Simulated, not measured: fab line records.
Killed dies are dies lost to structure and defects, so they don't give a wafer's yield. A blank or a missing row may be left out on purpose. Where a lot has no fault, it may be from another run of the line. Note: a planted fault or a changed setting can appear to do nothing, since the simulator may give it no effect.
A struck lot beside a sound one | flow nand-harc | 14 out of 1159 route steps
Sound: the wafers L544.2, L544.4, L544.5. Struck: wafer L549.6 (left out: L549.1, L549.4 of the same lot, which were not struck); the cause appears at the end.
Each step with rows lists, per side, the tool, then ch with its chambers, then its first start. Under that, the readings that differ: sound wafers | struck wafers | difference of the means | sigmas: that difference in standard deviations of wafers without a fault.
alike: a reading whose means differ by less than 2 such deviations, as well as words and numbers matching on both sides. not compared: withheld readings; readings where some wafer has no value; bounds like >300 that might hide an equal value; numbers whose values overlap and for which the record gives no deviation.
A row with sigmas, a row that says differs or no value, or rows on one side alone: a step with any of these is where the two part. When numbers do not overlap yet have no deviation, they are printed without sigmas and do not part them. A reading missing from all wafers of one side parts the sides only when that side holds two or more wafers.

NHARC_A_BLC_PVD_32: deposits Ti, target thk 5 nm, time 17.7 s.
  sound on pvd-sputter-01; struck on pvd-sputter-03
  alike: throttle-valve-pct
NHARC_A_BLC_ALD_23: deposits TiN, target thk 3 nm, pulse time 1 s, ald cycles 150.
  sound on ald-metal-02 ch 1,2, day 18 00:58; struck on ald-metal-01 ch 0, day 19 06:07
  reading            | sound       | struck | difference | sigmas
  heater-power-w (W) | 952 991 945 | 1161   | +198       | +3
  alike: heater-power-outer-w, precursor-pulse-height-rel
  not compared: since-wet-clean-h
NHARC_A_BLC_CVD_24: deposits W, target thk 150 nm, time 434 s.
  sound: cvd-w-01 ch 0,1; struck: cvd-w-01 ch 0
  alike: heater-power-outer-w, heater-power-w, throttle-valve-pct
  not compared: since-wet-clean-h
NHARC_A_BLC_CMP_25: polishes, t overpolish 30 s, target thk 150 nm.
  sound on cmp-04 ch 0,1,2, day 18 03:10; struck on cmp-01 ch 1, day 19 12:25
  reading                | sound          | struck | difference | sigmas
  time-to-endpoint-s (s) | 26.0 29.4 21.2 | 32.5   | +7.0       | +3
  alike: motor-current-A, overpolish-run-s
after that, 1 step had no rows for these wafers: NHARC_A_BLC_SRD_27.
NHARC_A_BLC_INSPECT_28:
  sound on defect-inspect-02 at day 18 03:34; struck on defect-inspect-02 at day 19 12:47
  alike: raw-defect-count
then, 5 steps without rows for these wafers: NHARC_A_M0_DEP_00 (deposits SiOC, target thk 150 nm); NHARC_A_M0_DEHYDRATE_01 (time 120 s); NHARC_A_M0_HMDS_02 (time 30 s); NHARC_A_M0_COAT_33 (time 65 s); NHARC_A_M0_COAT_03 (resist thk 90 nm).
NHARC_A_M0_SOFTBAKE_04: time 55 s.
  sound on litho-track-06 ch 0, day 18 04:00; struck on litho-track-06 ch 0, day 19 13:00
  reading                  | sound                | struck | difference | sigmas
  heater-power-total-W (W) | 188.31 188.46 188.48 | 323.34 | +134.92    | +99 or more
after that, 1 step had no rows for these wafers: NHARC_A_M0_EBR_05.
NHARC_END_SORT_01:
  sound on prober-02 ch 0, day 20 06:21; struck on prober-01 ch 0, day 21 09:05
  alike: defect-limited-yield, killed-at-array, killed-at-other, killed-at-periphery, killed-dies, killed-open, killed-short, sort_bin_2_pct, sort_bin_3_pct, sort_bin_4_pct, sort-n-pass, sort-rim-yield-pct, sort-yield-pct

## WHERE THEY PART
Earliest at NHARC_A_BLC_ALD_23; latest, in this record, at NHARC_A_M0_SOFTBAKE_04. Later steps at which nothing parts them and some readings are alike: NHARC_END_SORT_01.

WHY: the cause the simulator had injected
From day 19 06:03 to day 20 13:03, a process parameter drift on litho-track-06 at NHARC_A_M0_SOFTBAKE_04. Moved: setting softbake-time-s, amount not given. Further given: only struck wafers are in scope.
